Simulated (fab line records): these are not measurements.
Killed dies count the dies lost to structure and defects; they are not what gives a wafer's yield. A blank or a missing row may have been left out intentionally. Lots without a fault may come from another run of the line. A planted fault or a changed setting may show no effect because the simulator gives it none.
Chamber matching + flow nand harc + cmp-01 running NHARC_A_M0_CMP_23: 4 sister chambers
The step polishes, t overpolish 20 s, target thk 113.75 nm. 4 wafers are shown with their chamber, then 7 later ones without.

WAFERS PAIRED WITH THEIR CHAMBERS
| wafer  | chamber | motor current A (A) |
|--------|---------|---------------------|
| L077.6 | 2       | 11.6                |
| L080.5 | 1       | 11.0                |
| L087.1 | 3       | 14.6                |
| L087.5 | 0       | 12.7                |

WAFERS WITHOUT THEIR CHAMBER
| wafer  | motor current A (A) |
|--------|---------------------|
| L087.6 | 10.5                |
| L093.1 | 14.6                |
| L093.3 | 12.6                |
| L093.6 | 14.7                |
| L095.1 | 11.8                |
| L095.3 | 12.0                |
| L095.4 | 11.0                |

CHAMBER TAKEN BY EACH
| wafer  | from the rows above     | in truth                   |
|--------|-------------------------|----------------------------|
| L087.6 | 1                       | 1                          |
| L093.1 | 3                       | 3                          |
| L093.3 | 0                       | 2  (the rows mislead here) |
| L093.6 | 3                       | 3                          |
| L095.1 | 2                       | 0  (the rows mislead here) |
| L095.3 | can't be placed: 2 or 0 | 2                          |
| L095.4 | 1                       | 1                          |
Correct placement for 4 of the 7. Not placeable from these rows: 1 (in 1, the candidates include the true chamber). Wrongly placed: 2.
How it was worked out, from the rows above alone: a wafer's distance from a chamber is the root of the sum, over the readings, of the square of ((its reading less the chamber's mean) divided by the reading's scatter). The wafer belongs to the nearest chamber; if the next one is less than 2 further off, it can't be placed. Each chamber's mean is taken over the wafers shown for it. The scatter: root of mean squared gap, hidden wafer to nearest shown wafer, with one shown wafer a chamber.
